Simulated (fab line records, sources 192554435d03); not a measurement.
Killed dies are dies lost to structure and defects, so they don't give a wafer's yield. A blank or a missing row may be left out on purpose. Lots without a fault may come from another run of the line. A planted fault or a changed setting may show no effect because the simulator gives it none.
fab line records | flow n5_finfet
record lots=8 wafers=24 last_day=18
route steps=1938 shown BEOL_M1@751 BEOL_M4@1111 PASSIVATION@1936
lots that met no fault: from a run of the same line without faults
start_h: hours from the record's first day to the start of the lot's first wafer shown | wait_h: hours since the lot's step before | " the same as in the row above | L1.1+2: a row that stands for several wafers | - no value, or no start given | * or withheld: withheld | < > ~ a bound
route shown NAME@n: a module of which the file shows steps, and the number in the route of the first | usual: mean/standard deviation of fault-free wafers | same: alike in all rows | chamber/n: place in a boat | sites: the reading at each site | _std_site: their standard deviation | _edge_site: outer sites' mean less inner sites' | radius_mm: how far each site lies from the wafer's centre | mask NAME#n: copy n | behind: the tool/chamber that last shaped the wafer | hold: why the lot was held/for how many hours/how that ended | device: the transistor (n, p or np) that didn't switch | end of line: the same wafers' tests at the end of the route | a step without rows: its recipe alone | killed: dies lost to structure and defects at the first sort, not the wafer's yield | map: a wafer's dies, x killed, . not, _ none there
set.NAME: the setting as run; set.NAME@STEP: as run at that earlier step | model.NAME: the simulator's own value behind a step, which no gauge read
steps of the route over a sample of lots; a table a step, a row a wafer
services: from which hour (start_h, from the record's first day; less than 0 if before it) a tool's chamber was out of use, for how many hours, and why
## steps
# step N5_BEOL_M1_ILD_DEP_00
# recipe material=SiOC target_thk_a=790 temp_c=350 precursor=DEMS/O2 pressure_torr=5 rf_w=500 time_s=15.3
# usual heater_power_w=444/43 showerhead_plenum_p_Torr=5.690/0.011 throttle_valve_pct=12.1/0.7
# columns lot.wafer tool chamber start_h wait_h heater_power_w showerhead_plenum_p_Torr throttle_valve_pct
L493.2 pecvd-04 0 139.72 0.0 522 5.694 11.5
L493.5 " 0 " " 526 5.710 11.3
L493.6 " 1 " " 477 5.671 11.2
L495.3 pecvd-04 0 140.26 0.1 557 5.701 11.8
L495.5 " 0 " " 544 5.708 11.7
L495.6 " 1 " " 467 5.678 11.6
L499.3 pecvd-02 0 157.20 0.0 414 5.710 13.0
L499.4 " 0 " " 412 5.715 12.8
L499.5 " 1 " " 467 5.682 11.8
L500.1 pecvd-01 0 167.79 0.0 469 5.682 12.1
L500.2 " 1 " " 362 5.696 13.3
L500.5 " 1 " " 370 5.693 13.3
L501.2 pecvd-01 1 173.80 0.0 441 5.696 13.6
L501.5 " 1 " " 437 5.696 13.3
L501.6 " 0 " " 435 5.696 11.9
L509.1 pecvd-02 1 217.51 0.0 486 5.685 11.7
L509.2 " 2 " " 505 5.685 11.9
L509.3 " 0 " " 365 5.699 12.9
L512.2 pecvd-02 2 231.39 0.0 495 5.682 12.1
L512.3 " 1 " " 524 5.679 11.6
L512.4 " 2 " " 503 5.690 12.2
L516.1 pecvd-01 0 266.00 0.0 460 5.699 11.8
L516.4 " 1 " " 451 5.684 13.3
L516.5 " 2 " " 410 5.667 11.2
# step N5_BEOL_M1_ETCH_63
# recipe chemistry=CF4 target=SiARC target_depth_a=156 mask_material=CAR-EUV time_s=26 ion_energy_ev=80 pressure_mtorr=40 source_w=545 bias_w=36 Ar_flow_sccm=100 cf4_flow_sccm=100 ends=cleared
# usual drypump_motor_current_A=5.8/0.58 etch_rf_on_time_s=26.1/0.44 oes_product_au=0.64/0.062 rf_vpp_V=184.0/1 showerhead_plenum_p_Torr=2.14/0.061 throttle_valve_pct=15.6/0.31
# columns lot.wafer tool chamber start_h wait_h drypump_motor_current_A etch_rf_on_time_s oes_product_au rf_hours_counter_h rf_vpp_V showerhead_plenum_p_Torr throttle_valve_pct
L493.2 rie_diel-04 1 141.13 0.0 5.3 25.6 0.73 76 184.1 2.07 15.2
L493.5 " 0 " " 5.9 25.6 0.65 - 182.5 1.98 15.6
L493.6 " 3 " " 6.2 25.7 0.63 - 183.8 2.13 15.6
L495.3 rie_diel-02 0 141.41 0.0 5.7 26.8 0.61 208 185.0 2.22 16.2
L495.5 " 3 " " 6.6 25.8 0.76 - 183.9 2.10 15.2
L495.6 " 1 " " 6.6 26.1 0.60 - 184.9 2.21 15.8
L499.3 rie_diel-04 1 161.84 0.0 5.3 26.0 0.72 83 184.1 2.07 15.2
L499.4 " 2 " " 5.2 26.6 0.64 142 183.4 2.14 15.2
L499.5 " 0 " " 5.9 25.8 0.65 - 180.2 1.98 15.6
L500.1 rie_diel-03 0 171.13 0.0 5.1 27.0 0.59 233 183.4 2.13 16.0
L500.2 " 1 " " 6.3 26.4 0.60 221 183.7 2.20 15.4
L500.5 " 3 " " 5.8 26.2 0.67 - 184.3 2.16 15.4
L501.2 rie_diel-03 1 176.45 0.0 6.3 26.1 0.60 223 185.3 2.20 15.4
L501.5 " 1 " " 6.3 26.0 0.60 - 184.9 2.20 15.4
L501.6 " 2 " " 5.6 25.7 0.63 - 184.2 2.12 15.8
L509.1 rie_diel-02 0 219.48 0.0 5.8 27.0 0.59 233 185.1 2.21 16.3
L509.2 " 2 " " 4.7 25.5 0.78 13 183.4 2.20 15.5
L509.3 " 3 " " 6.6 26.0 0.73 58 182.2 2.10 15.2
L512.2 rie_diel-03 1 233.26 0.0 6.3 26.3 0.59 240 184.7 2.19 15.4
L512.3 " 2 " " 5.6 26.2 0.61 219 183.6 2.12 15.9
L512.4 " 0 " " 5.2 26.3 0.58 249 183.6 2.12 16.0
L516.1 rie_diel-02 2 269.93 0.0 4.6 25.6 0.76 28 184.6 2.20 15.5
L516.4 " 1 " " 6.6 26.9 0.57 229 184.2 2.19 15.9
L516.5 " 0 " " 5.8 27.0 0.58 - 183.6 2.21 16.3
# step N5_BEOL_M1_STRIP_66
# recipe chemistry=CF4 resist=SiARC power_w=300 bias_power_w=75 pressure_mtorr=50 cf4_flow_sccm=150 rf_frequency_hz=6e+07
# usual bias_power_w=74.98/0.21 cf4_flow_sccm=150.0/0.45 drypump_motor_current_A=5.8/0.58 oes_product_au=0.74/0.066 rf_vpp_V=271.3/1.3 showerhead_plenum_p_Torr=1.80/0.051 throttle_valve_pct=13.6/0.32
# columns lot.wafer tool chamber start_h wait_h bias_power_w cf4_flow_sccm drypump_motor_current_A oes_product_au rf_hours_counter_h rf_vpp_V showerhead_plenum_p_Torr throttle_valve_pct
L493.2 rie_diel-04 1 141.29 0.0 75.23 150.4 5.3 0.83 76 270.5 1.74 13.2
L493.5 " 0 " " 75.11 150.0 5.9 0.76 - 268.9 1.67 13.5
L493.6 " 3 " " 74.95 149.5 6.3 0.72 - 270.8 1.79 13.6
L495.3 rie_diel-02 0 141.57 0.0 75.16 149.4 5.7 0.71 208 272.6 1.87 14.2
L495.5 " 3 " " 74.71 150.1 6.6 0.87 - 271.7 1.76 13.1
L495.6 " 1 " " 75.32 149.8 6.6 0.71 - 273.2 1.85 13.8
L499.3 rie_diel-04 1 161.99 0.0 75.18 150.0 5.3 0.82 83 271.0 1.74 13.2
L499.4 " 2 " " 74.91 150.8 5.2 0.75 142 271.4 1.79 13.2
L499.5 " 0 " " 75.06 149.0 5.9 0.75 - 268.5 1.67 13.6
L500.1 rie_diel-03 0 171.28 0.0 75.10 149.7 5.2 0.69 233 271.6 1.78 13.9
L500.2 " 1 " " 75.17 150.0 6.3 0.69 221 272.1 1.85 13.4
L500.5 " 3 " " 75.22 149.3 5.8 0.77 - 271.4 1.81 13.3
L501.2 rie_diel-03 1 176.60 0.0 74.96 150.2 6.3 0.70 223 271.7 1.85 13.5
L501.5 " 1 " " 74.92 150.0 6.3 0.70 - 273.6 1.84 13.4
L501.6 " 2 " " 75.20 149.0 5.6 0.73 - 269.6 1.78 13.9
L509.1 rie_diel-02 0 219.63 0.0 75.36 149.7 5.7 0.69 233 273.6 1.86 14.3
L509.2 " 2 " " 74.98 149.6 4.7 0.89 13 273.2 1.84 13.4
L509.3 " 3 " " 74.75 149.8 6.7 0.84 58 269.7 1.75 13.1
L512.2 rie_diel-03 1 233.42 0.0 75.24 150.0 6.3 0.68 240 271.6 1.84 13.5
L512.3 " 2 " " 75.05 150.2 5.6 0.72 219 271.1 1.77 13.9
L512.4 " 0 " " 75.07 149.6 5.1 0.68 249 270.4 1.77 14.0
L516.1 rie_diel-02 2 270.09 0.0 75.06 150.2 4.6 0.87 28 272.2 1.84 13.4
L516.4 " 1 " " 74.80 149.4 6.6 0.67 229 272.3 1.84 13.9
L516.5 " 0 " " 75.58 149.2 5.8 0.68 - 272.2 1.86 14.3
# step N5_BEOL_M1_STRIP_19
# recipe chemistry=O2 power_w=400 temp_c=40 pressure_mtorr=30 rf_frequency_hz=6e+07 bias_power_w=0 overash_fraction=0.2 o2_flow_sccm=225
# usual bias_power_w=0/0 chamber_pressure_mTorr=30.00/0.031 drypump_motor_current_A=5.8/0.53 oes_product_au=0.75/0.065 rf_vpp_V=3.7/0.49 showerhead_plenum_p_Torr=2.09/0.064 temp_c=40.00/0.12 throttle_valve_pct=16.6/0.32
# columns lot.wafer tool chamber start_h wait_h bias_power_w chamber_pressure_mTorr drypump_motor_current_A oes_product_au rf_hours_counter_h rf_vpp_V showerhead_plenum_p_Torr temp_c throttle_valve_pct
L493.2 rie_diel-04 3 141.44 0.1 0 29.97 6.2 0.74 192 3.8 2.06 40.02 16.5
L493.5 " 1 " " 0 30.04 5.3 0.84 - 4.1 2.04 39.94 16.3
L493.6 " 2 " " 0 29.97 5.2 0.76 - 3.5 2.12 40.24 16.4
L495.3 rie_diel-03 1 141.78 0.1 0 30.01 6.3 0.71 210 3.9 2.16 40.02 16.4
L495.5 " 0 " " 0 30.04 5.1 0.69 - 3.1 2.08 40.07 17.0
L495.6 " 2 " " 0 29.99 5.6 0.74 - 4.0 2.11 40.03 17.0
L499.3 rie_diel-03 1 162.20 0.1 - - - - - - - - -
L499.4 " 2 " " - - - - - - - - -
L499.5 " 3 " " - - - - - - - - -
L500.1 rie_diel-03 3 171.43 0.1 - - - - - - - - -
L500.2 " 1 " " - - - - - - - - -
L500.5 " 0 " " - - - - - - - - -
L501.2 rie_diel-04 0 176.81 0.1 - - - - - - - - -
L501.5 " 0 " " - - - - - - - - -
L501.6 " 3 " " - - - - - - - - -
L509.1 rie_diel-04 0 219.83 0.1 0 30.03 5.9 0.74 143 3.1 1.93 39.84 16.7
L509.2 " 2 " " 0 30.02 5.2 0.74 159 4.6 2.11 39.72 16.4
L509.3 " 3 " " 0 30.02 6.2 0.72 216 4.1 2.05 40.11 16.6
L512.2 rie_diel-03 1 233.57 0.1 0 30.02 6.3 0.69 240 4.0 2.15 40.01 16.5
L512.3 " 2 " " 0 30.00 5.6 0.71 219 4.6 2.10 39.97 17.1
L512.4 " 3 " " 0 30.03 5.8 0.77 112 4.3 2.11 40.10 16.5
L516.1 rie_diel-03 3 270.24 0.1 0 29.95 5.8 0.75 124 4.0 2.10 40.00 16.5
L516.4 " 3 " " 0 29.98 5.8 0.75 - 3.0 2.10 39.82 16.5
L516.5 " 3 " " 0 29.99 5.8 0.76 - 3.3 2.10 39.99 16.4
# step N5_BEOL_M1_ETCH_70
# recipe chemistry=N2/H2 target=SOC target_depth_a=800 overetch_a=160 mask_material=SiARC temp_c=40 time_s=120 ion_energy_ev=200 pressure_mtorr=30 source_w=840 bias_w=150 n2_flow_sccm=200 h2_flow_sccm=200
# usual drypump_motor_current_A=5.8/0.59 oes_product_au=0.58/0.053 rf_vpp_V=523.5/2.5 showerhead_plenum_p_Torr=2.53/0.085 temp_c=39.97/0.1 throttle_valve_pct=17.8/0.32
# columns lot.wafer tool chamber start_h wait_h drypump_motor_current_A oes_product_au rf_hours_counter_h rf_vpp_V showerhead_plenum_p_Torr temp_c throttle_valve_pct
L493.2 rie_diel-04 0 146.09 0.0 5.9 0.58 121 518.4 2.37 39.96 17.8
L493.5 " 0 " " 5.9 0.58 - 519.1 2.37 40.00 17.8
L493.6 " 3 " " 6.2 0.56 - 522.6 2.51 39.97 17.7
L495.3 rie_diel-02 0 146.30 0.0 5.8 0.55 211 527.2 2.64 39.72 18.5
L495.5 " 0 " " 5.8 0.55 - 525.3 2.64 39.95 18.5
L495.6 " 3 " " 6.6 0.67 - 521.3 2.47 40.03 17.2
L499.3 rie_diel-03 3 166.74 0.0 5.8 0.79 91 525.0 2.58 40.04 17.7
L499.4 " 1 " " 6.3 0.70 220 525.9 2.62 39.85 17.6
L499.5 " 1 " " 6.3 0.70 - 526.2 2.62 39.96 17.6
L500.1 rie_diel-02 3 175.25 0.0 6.6 0.87 46 523.7 2.46 40.14 17.3
L500.2 " 0 " " 5.7 0.69 220 526.9 2.63 39.92 18.5
L500.5 " 3 " " 6.7 0.87 - 521.1 2.47 40.04 17.3
L501.2 rie_diel-03 0 178.69 0.0 5.1 0.69 235 522.4 2.50 40.03 18.1
L501.5 " 1 " " 6.3 0.69 - 525.9 2.62 40.01 17.6
L501.6 " 0 " " 5.1 0.69 - 522.9 2.50 40.00 18.1
L509.1 rie_diel-04 3 220.69 0.0 6.3 0.55 216 521.7 2.51 39.96 17.7
L509.2 " 0 " " 5.9 0.57 143 518.5 2.36 39.89 17.9
L509.3 " 2 " " 5.2 0.58 160 524.3 2.53 39.81 17.5
L512.2 rie_diel-04 0 243.66 0.0 5.9 0.56 150 518.2 2.36 39.99 17.9
L512.3 " 3 " " 6.2 0.54 223 523.4 2.50 39.94 17.8
L512.4 " 2 " " 5.2 0.56 167 522.2 2.53 40.27 17.5
L516.1 rie_diel-04 0 279.80 0.0 5.9 0.56 160 518.3 2.35 40.21 17.9
L516.4 " 3 " " 6.2 0.55 232 523.5 2.50 39.91 17.8
L516.5 " 0 " " 5.9 0.56 - 518.2 2.35 40.11 17.9
# step N5_BEOL_M4_RC_MEAS_101
# usual DIBL_N=36.5/2 DIBL_P=36.5/2.3 IOFF_N=0.16/0.036 IOFF_P=0.21/0.037 ION_N=672/12 ION_P=459/7.1 SS_N=71.6/0.73 SS_P=73.4/0.76 VT_N=250/3.3 VT_P=-250.5/2.9
# columns lot.wafer tool chamber start_h wait_h DIBL_N[mV/V] DIBL_P[mV/V] IOFF_N[nA/um] IOFF_P[nA/um] ION_N[uA/um] ION_P[uA/um] SS_N[mV/dec] SS_P[mV/dec] VT_N[mV] VT_P[mV]
L493.2 prober-02 0 182.99 0.2 31.8 34.0 0.12 0.17 671 462 71.2 72.4 252 -250.3
L493.5 " 0 " " 33.0 34.7 0.13 0.17 659 450 70.6 72.4 254 -253.8
L493.6 " 0 " " 34.4 37.4 0.16 0.20 675 461 70.9 73.5 250 -249.8
L495.3 prober-01 0 186.54 0.3 36.6 33.7 0.13 0.17 661 458 71.9 72.1 251 -253.6
L495.5 " 0 " " 36.1 33.6 0.13 0.18 668 455 70.7 72.0 251 -250.0
L495.6 " 0 " " 38.4 36.9 0.17 0.22 687 471 72.0 73.1 245 -247.1
L509.1 prober-02 0 262.70 0.0 37.0 35.9 0.15 0.20 671 459 72.1 73.0 251 -251.3
L509.2 " 0 " " 37.3 34.9 0.14 0.19 645 444 71.8 72.9 253 -251.0
L509.3 " 0 " " 39.1 38.0 0.19 0.25 681 464 71.4 73.8 249 -246.2
L512.2 prober-02 0 296.75 0.2 36.0 36.4 0.16 0.20 654 452 72.2 73.7 251 -253.1
L512.3 " 0 " " 32.4 33.5 0.12 0.16 668 463 70.2 72.5 250 -252.6
L512.4 " 0 " " 38.2 40.1 0.22 0.26 693 474 72.2 73.2 244 -248.4
L516.1 prober-01 0 332.06 0.0 38.1 40.2 0.19 0.21 671 457 71.6 75.2 249 -250.8
L516.4 " 0 " " 39.1 40.6 0.22 0.23 682 457 72.8 74.2 246 -251.5
L516.5 " 0 " " 38.8 41.3 0.21 0.23 675 456 72.4 74.7 248 -248.9
# step N5_PASSIVATION_PROBE_49
# usual defect_limited_yield=91.4/1.4 killed_at_M0_to_M3=33/11 killed_at_M4_up=13/5.3 killed_at_contacts=13/6.1 killed_at_front_end=40/11 killed_at_other=2.9/2.7 killed_dies=102/17 killed_on_rim=14/4.2 killed_open=68/13 killed_short=32/7.5 sort_bin_5_function=5.1/0.98 sort_bin_6_memory=3.2/0.69 sort_bin_8_speed=0.1/1.1 sort_n_pass=1077/21 sort_yield_pct=91.3/1.7
# same gross_dies=1180 killed_at_back_side=0 sort_bin_4_leakage[%]=0
# columns lot.wafer tool chamber start_h wait_h defect_limited_yield[%] killed_at_M0_to_M3 killed_at_M4_up killed_at_contacts killed_at_front_end killed_at_other killed_dies killed_on_rim killed_open killed_short sort_bin_5_function[%] sort_bin_6_memory[%] sort_bin_8_speed[%] sort_n_pass sort_yield_pct[%]
L493.2 prober-01 - 296.84 0.1 91.1 28 12 13 47 5 105 10 65 37 5.2 3.4 0 1075 91.1
L493.5 prober-01 - 296.99 0.2 91.3 40 11 18 31 3 103 15 56 40 4.7 2.9 0 1077 91.3
L493.6 prober-01 - 297.04 0.3 90.9 37 14 11 44 1 107 12 68 39 4.9 4.0 0 1073 90.9
L495.3 prober-01 - 305.62 0.1 90.7 24 9 22 53 2 110 13 67 41 5.2 3.6 0 1070 90.7
L495.5 prober-01 - 305.72 0.2 91.2 32 10 28 31 3 104 15 68 36 6.0 2.6 0 1076 91.2
L495.6 prober-01 - 305.77 0.3 89.9 28 22 33 33 3 119 20 75 41 6.0 3.3 0 1061 89.9
L499.3 prober-02 - 320.54 0.1 0 1124 11 20 24 1 1180 152 52 24 96.2 3.6 0 0 0
L499.4 prober-02 - 320.59 0.2 0 1127 12 14 26 1 1180 152 49 19 96.4 3.1 0 0 0
L499.5 prober-02 - 320.64 0.2 0 1134 11 9 25 1 1180 152 39 25 96.9 2.6 0 0 0
L500.1 prober-02 - 340.53 0.0 0 1111 22 9 38 0 1180 152 69 28 96.2 3.3 0 0 0
L500.2 prober-02 - 340.58 0.1 0 1099 14 18 49 0 1180 152 76 29 95.8 3.9 0 0 0
L500.5 prober-02 - 340.73 0.2 0 1126 21 8 22 3 1180 152 59 32 95.8 3.5 0 0 0
L501.2 prober-02 - 350.64 0.1 0 1120 19 9 31 1 1180 152 69 26 95.4 4.2 0 0 0
L501.5 prober-02 - 350.79 0.2 0 1118 10 7 42 3 1180 152 61 26 96.2 3.6 0 0 0
L501.6 prober-02 - 350.84 0.3 0 1084 14 11 70 1 1180 152 91 49 93.1 5.9 0 0 0
L509.1 prober-02 - 383.31 0.0 92.0 24 19 17 34 0 94 11 63 31 4.2 3.3 0 1086 92.0
L509.2 prober-02 - 383.36 0.1 89.3 65 15 6 40 0 126 12 78 47 6.9 3.6 0.3 1051 89.1
L509.3 prober-02 - 383.41 0.1 92.1 47 9 9 26 2 93 13 55 37 4.6 3.1 0 1087 92.1
L512.2 prober-01 - 414.94 0.1 94.4 17 8 7 33 1 66 8 40 26 2.9 2.5 0 1114 94.4
L512.3 prober-01 - 414.99 0.1 90.8 32 13 16 42 6 109 16 72 37 6.7 2.3 0 1071 90.8
L512.4 prober-01 - 415.04 0.2 92.6 29 11 5 38 4 87 16 55 30 5.3 1.8 0 1093 92.6
L516.1 prober-02 - 437.13 0.0 92.2 38 10 6 35 3 92 20 56 36 4.7 2.7 0 1088 92.2
L516.4 prober-02 - 437.28 0.2 92.1 35 5 9 41 3 93 12 66 25 5.1 2.6 0 1087 92.1
L516.5 prober-02 - 437.33 0.2 91.8 29 12 13 42 1 97 14 63 32 5.4 2.5 0 1083 91.8
# killed by level:class
L493.2 FIN_SAQP:geometric_particle:short=21 MOL_CONTACT_COAG:geometric_particle:open=11 FIN_SAQP:geometric_particle:open=9 BEOL_M0_SAQP:geometric_particle:open=7 BEOL_M0:geometric_particle:open=7 BEOL_M3:geometric_particle:open=5 BEOL_M4:geometric_particle:open=5 STARTING-WAFER:geometric_particle:open=5
L493.5 MOL_CONTACT_COAG:geometric_particle:open=16 FIN_SAQP:geometric_particle:short=13 BEOL_M0_SAQP:geometric_particle:open=10 BEOL_M0_SAQP:geometric_particle:short=9 BEOL_M3:geometric_particle:open=8 STARTING-WAFER:geometric_particle:short=6 HKMG_FIN:area_etch=6 BEOL_M2:geometric_particle:open=5
L493.6 FIN_SAQP:geometric_particle:short=19 FIN_SAQP:geometric_particle:open=10 MOL_CONTACT_COAG:geometric_particle:open=10 BEOL_M0_SAQP:geometric_particle:short=9 BEOL_M3:geometric_particle:open=8 BEOL_M4:geometric_particle:open=7 BEOL_M0_SAQP:geometric_particle:open=7 STI_FIN_REVEAL:geometric_particle:open=5
L495.3 FIN_SAQP:geometric_particle:open=19 FIN_SAQP:geometric_particle:short=13 MOL_CONTACT_COAG:geometric_particle:open=13 MOL_CONTACT_COAG:geometric_particle:short=9 BEOL_M3:geometric_particle:open=6 BEOL_M4:geometric_particle:open=6 STARTING-WAFER:geometric_particle:open=6 BEOL_M0_SAQP:geometric_particle:short=4
L495.5 MOL_CONTACT_COAG:geometric_particle:open=22 FIN_SAQP:geometric_particle:open=10 STI_FIN_REVEAL:geometric_particle:open=9 BEOL_M0_SAQP:geometric_particle:short=7 MOL_CONTACT_COAG:geometric_particle:short=6 BEOL_M4:geometric_particle:open=6 BEOL_M0_SAQP:geometric_particle:open=5 BEOL_M0:geometric_particle:short=5
L495.6 MOL_CONTACT_COAG:geometric_particle:open=24 MOL_CONTACT_COAG:geometric_particle:short=9 BEOL_M1:geometric_particle:open=9 BEOL_M4:geometric_particle:open=9 FIN_SAQP:geometric_particle:open=8 STI_FIN_REVEAL:geometric_particle:open=5 GATE_CUT:geometric_particle:short=5 BEOL_M1:geometric_particle:short=4
L499.3 BEOL_M1:area_etch=1082 BEOL_M1:plasma_strip_residue=21 MOL_CONTACT_COAG:geometric_particle:open=16 FIN_SAQP:geometric_particle:short=8 FIN_SAQP:geometric_particle:open=6 BEOL_M4:geometric_particle:open=6 BEOL_M1:geometric_particle:open=5 MOL_CONTACT_COAG:geometric_particle:short=4
L499.4 BEOL_M1:area_etch=1075 BEOL_M1:plasma_strip_residue=37 FIN_SAQP:geometric_particle:open=8 MOL_CONTACT_COAG:geometric_particle:open=8 BEOL_M4:geometric_particle:open=7 MOL_CONTACT_COAG:geometric_particle:short=6 BEOL_M1:geometric_particle:open=5 GATE_CUT:geometric_particle:short=4
L499.5 BEOL_M1:area_etch=1094 BEOL_M1:plasma_strip_residue=22 MOL_CONTACT_COAG:geometric_particle:open=6 GATE_CUT:geometric_particle:open=5 BEOL_M4:geometric_particle:open=5 GATE_CUT:geometric_particle:short=4 BEOL_M1:geometric_particle:open=4 MOL_CONTACT_COAG:geometric_particle:short=3
L500.1 BEOL_M1:area_etch=1051 BEOL_M1:plasma_strip_residue=30 BEOL_M2:geometric_particle:open=10 BEOL_M4:geometric_particle:open=10 FIN_SAQP:geometric_particle:short=9 STI_FIN_REVEAL:geometric_particle:open=9 MOL_CONTACT_COAG:geometric_particle:open=9 BEOL_M0_SAQP:geometric_particle:open=8
L500.2 BEOL_M1:area_etch=1057 STI_FIN_REVEAL:geometric_particle:open=17 MOL_CONTACT_COAG:geometric_particle:open=14 BEOL_M1:plasma_strip_residue=14 FIN_SAQP:geometric_particle:open=12 BEOL_M0_SAQP:geometric_particle:open=9 BEOL_M0_SAQP:geometric_particle:short=8 FIN_SAQP:geometric_particle:short=6
L500.5 BEOL_M1:area_etch=1056 BEOL_M1:plasma_strip_residue=32 BEOL_M2:geometric_particle:open=12 BEOL_M4:geometric_particle:open=11 BEOL_M0_SAQP:geometric_particle:short=8 FIN_SAQP:geometric_particle:short=7 MOL_CONTACT_COAG:geometric_particle:open=5 BEOL_M3:geometric_particle:open=5
L501.2 BEOL_M1:area_etch=1068 BEOL_M1:plasma_strip_residue=16 BEOL_M4:geometric_particle:open=11 BEOL_M0_SAQP:geometric_particle:open=10 STI_FIN_REVEAL:geometric_particle:open=9 MOL_CONTACT_COAG:geometric_particle:open=8 BEOL_M0_SAQP:geometric_particle:short=7 BEOL_M3:geometric_particle:open=7
L501.5 BEOL_M1:area_etch=1067 BEOL_M1:plasma_strip_residue=26 STI_FIN_REVEAL:geometric_particle:open=14 BEOL_M3:geometric_particle:open=9 FIN_SAQP:geometric_particle:short=8 BEOL_M1:geometric_particle:open=7 MOL_CONTACT_COAG:geometric_particle:open=6 BEOL_M4:geometric_particle:open=5
L501.6 BEOL_M1:area_etch=1010 BEOL_M1:plasma_strip_residue=30 STI_FIN_REVEAL:geometric_particle:open=18 FIN_SAQP:geometric_particle:short=15 FIN_SAQP:geometric_particle:open=14 BEOL_M2:geometric_particle:open=10 BEOL_M0_SAQP:geometric_particle:open=9 MOL_CONTACT_COAG:geometric_particle:open=8
L509.1 MOL_CONTACT_COAG:geometric_particle:open=13 FIN_SAQP:geometric_particle:short=10 BEOL_M4:geometric_particle:open=9 BEOL_M2:geometric_particle:open=6 STARTING-WAFER:geometric_particle:open=6 FIN_SAQP:geometric_particle:open=4 STI_FIN_REVEAL:geometric_particle:open=4 MOL_CONTACT_COAG:geometric_particle:short=4
L509.2 BEOL_M1:geometric_particle:open=16 BEOL_M0_SAQP:geometric_particle:short=12 FIN_SAQP:geometric_particle:short=11 BEOL_M0_SAQP:geometric_particle:open=9 FIN_SAQP:geometric_particle:open=8 BEOL_M0:geometric_particle:open=7 DUMMY_GATE:geometric_particle:open=5 BEOL_M1:geometric_particle:short=5
L509.3 BEOL_M0_SAQP:geometric_particle:open=15 MOL_CONTACT_COAG:geometric_particle:open=9 BEOL_M0_SAQP:geometric_particle:short=8 FIN_SAQP:geometric_particle:short=6 BEOL_M1:geometric_particle:open=6 GATE_CUT:geometric_particle:short=5 BEOL_M3:geometric_particle:open=5 BEOL_M2:geometric_particle:open=4
L512.2 FIN_SAQP:geometric_particle:open=11 MOL_CONTACT_COAG:geometric_particle:open=7 BEOL_M0_SAQP:geometric_particle:short=7 FIN_SAQP:geometric_particle:short=6 STARTING-WAFER:geometric_particle:open=5 BEOL_M0:geometric_particle:open=4 STARTING-WAFER:geometric_particle:short=4 DUMMY_GATE:geometric_particle:open=2
L512.3 FIN_SAQP:geometric_particle:open=13 BEOL_M2:geometric_particle:open=12 MOL_CONTACT_COAG:geometric_particle:open=11 FIN_SAQP:geometric_particle:short=9 STI_FIN_REVEAL:geometric_particle:open=9 BEOL_M0_SAQP:geometric_particle:open=6 MOL_CONTACT_COAG:geometric_particle:short=5 BEOL_M1:geometric_particle:open=5
L512.4 FIN_SAQP:geometric_particle:open=14 FIN_SAQP:geometric_particle:short=8 BEOL_M1:geometric_particle:open=7 BEOL_M3:geometric_particle:open=6 STI_FIN_REVEAL:geometric_particle:open=5 MOL_CONTACT_COAG:geometric_particle:open=4 BEOL_M0_SAQP:geometric_particle:open=4 BEOL_M4:geometric_particle:open=4
L516.1 STI_FIN_REVEAL:geometric_particle:open=12 BEOL_M0_SAQP:geometric_particle:short=11 BEOL_M3:geometric_particle:open=10 BEOL_M0_SAQP:geometric_particle:open=7 BEOL_M4:geometric_particle:open=7 FIN_SAQP:geometric_particle:open=4 MOL_CONTACT_COAG:geometric_particle:open=4 BEOL_M1:geometric_particle:open=4
L516.4 DUMMY_GATE:geometric_particle:open=13 BEOL_M3:geometric_particle:open=12 BEOL_M1:geometric_particle:open=9 FIN_SAQP:geometric_particle:short=8 MOL_CONTACT_COAG:geometric_particle:open=8 STI_FIN_REVEAL:geometric_particle:open=6 BEOL_M0_SAQP:geometric_particle:open=5 FIN_SAQP:geometric_particle:open=3
L516.5 STI_FIN_REVEAL:geometric_particle:open=12 MOL_CONTACT_COAG:geometric_particle:open=12 FIN_SAQP:geometric_particle:short=9 BEOL_M1:geometric_particle:open=7 BEOL_M3:geometric_particle:open=6 FIN_SAQP:geometric_particle:open=5 STARTING-WAFER:geometric_particle:short=5 STI_FIN_REVEAL:geometric_particle:short=4
## services
# columns tool chamber start_h hours kind
rie_diel-03 3 133.54 12.3 repair
rie_diel-02 2 139.95 - clean
rie_diel-02 2 139.95 - consumable_replace:focus_ring
rie_diel-02 2 139.95 34.7 scheduled_down
rie_diel-02 2 139.95 34.7 vent_cycle
rie_diel-03 2 143.43 10.1 repair
pecvd-02 - 192.70 1.1 repair
rie_diel-04 1 209.51 16.5 repair
pecvd-01 0 214.42 5.7 repair
pecvd-02 0 223.39 11.9 repair
rie_diel-02 0 238.33 5.8 repair
rie_diel-03 0 241.10 - clean
rie_diel-03 0 241.10 - consumable_replace:focus_ring
rie_diel-03 0 241.10 13.3 scheduled_down
rie_diel-03 0 241.10 13.3 vent_cycle
pecvd-02 - 246.63 2.5 repair
rie_diel-03 1 264.73 - clean
rie_diel-03 1 264.73 - consumable_replace:focus_ring
rie_diel-03 1 264.73 16.1 scheduled_down
rie_diel-03 1 264.73 16.1 vent_cycle
rie_diel-03 - 271.55 14.6 pm
rie_diel-02 0 274.53 - clean
rie_diel-02 0 274.53 - consumable_replace:focus_ring
rie_diel-02 0 274.53 14.8 scheduled_down
## key
first_sign step=N5_BEOL_M1_STRIP_19 reading=tool_record direction=missing
effect step=N5_BEOL_M1_ETCH_70 reading=oes_product_au direction=up sigmas=3.1 usual=0.58 struck=0.74
effect step=N5_PASSIVATION_PROBE_49 reading=killed_at_M0_to_M3 direction=up sigmas=99+ usual=33 struck=1116
more_kills_born_at N5_BEOL_M1_ETCH_70@rie_diel-03=6396 N5_BEOL_M1_ETCH_70@rie_diel-02=3164
met_at N5_BEOL_M1_STRIP_19
struck_lots L499,L500,L501
later_rows_left_out L499.3,L499.4,L499.5,L500.1,L500.2,L500.5,L501.2,L501.5,L501.6
not_acting_at N5_BEOL_M1_ILD_DEP_00,N5_BEOL_M1_ETCH_63,N5_BEOL_M1_STRIP_66
onset_between 141.78 162.20
fault kind=skipped_step_whole tool=rie_diel-03,rie_diel-04 chamber=- onset_h=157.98 steps=N5_BEOL_M1_STRIP_19 scope=struck_lots_only
# later_rows_left_out: the simulator's readings of these wafers behind a module that went badly wrong aren't trusted and aren't shown, but for the sort
